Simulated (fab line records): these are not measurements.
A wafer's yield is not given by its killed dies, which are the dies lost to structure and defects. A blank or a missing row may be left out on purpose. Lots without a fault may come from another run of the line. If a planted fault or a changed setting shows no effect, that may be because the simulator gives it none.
Chamber matching | flow n5_finfet | 4 sister chambers for N5_BEOL_M12_ETCH_67 on rie_diel-05
The step etches SiARC in CF4, target depth 143 nm, time 238.3 s. 8 wafers are shown with their chamber, then 7 later ones without.

== WAFERS WITH THEIR CHAMBER ==
wafer  | chamber | showerhead_plenum_p_Torr (Torr) | drypump_motor_current_A (A)
L074.5 | 1       | 2.11                            | 5.4
L081.5 | 3       | 2.08                            | 5.8
L081.6 | 2       | 2.27                            | 6.5
L087.2 | 3       | 2.07                            | 5.7
L087.3 | 0       | 2.06                            | 5.5
L087.6 | 2       | 2.26                            | 6.4
L094.2 | 0       | 2.06                            | 5.5
L094.3 | 1       | 2.10                            | 5.4

== WAFERS WITHOUT THEIR CHAMBER ==
wafer  | showerhead_plenum_p_Torr (Torr) | drypump_motor_current_A (A)
L094.6 | 2.07                            | 5.7
L089.3 | 2.10                            | 5.4
L089.4 | 2.07                            | 5.7
L089.5 | 2.26                            | 6.5
L096.1 | 2.26                            | 6.4
L096.2 | 2.06                            | 5.4
L096.5 | 2.07                            | 5.7

== EACH ONE'S CHAMBER ==
wafer  | from the rows above | in truth
L094.6 | 3                   | 3
L089.3 | 1                   | 1
L089.4 | 3                   | 3
L089.5 | 2                   | 2
L096.1 | 2                   | 2
L096.2 | 0                   | 0
L096.5 | 3                   | 3
Placed correctly: 7 of 7. Number that these rows cannot place: 0. Placed wrongly: 0.
How it was worked out, from the rows above alone: a wafer's distance from a chamber is the root of the sum, over the readings, of the square of ((its reading less the chamber's mean) divided by the reading's scatter). The wafer belongs to the nearest chamber; if the next one is less than 2 further off, it can't be placed. Each chamber's mean is taken over the wafers shown for it. The scatter is the square root of a quotient: the sum, over the shown wafers, of each reading's squared deviation from its chamber's mean, divided by wafers minus chambers.
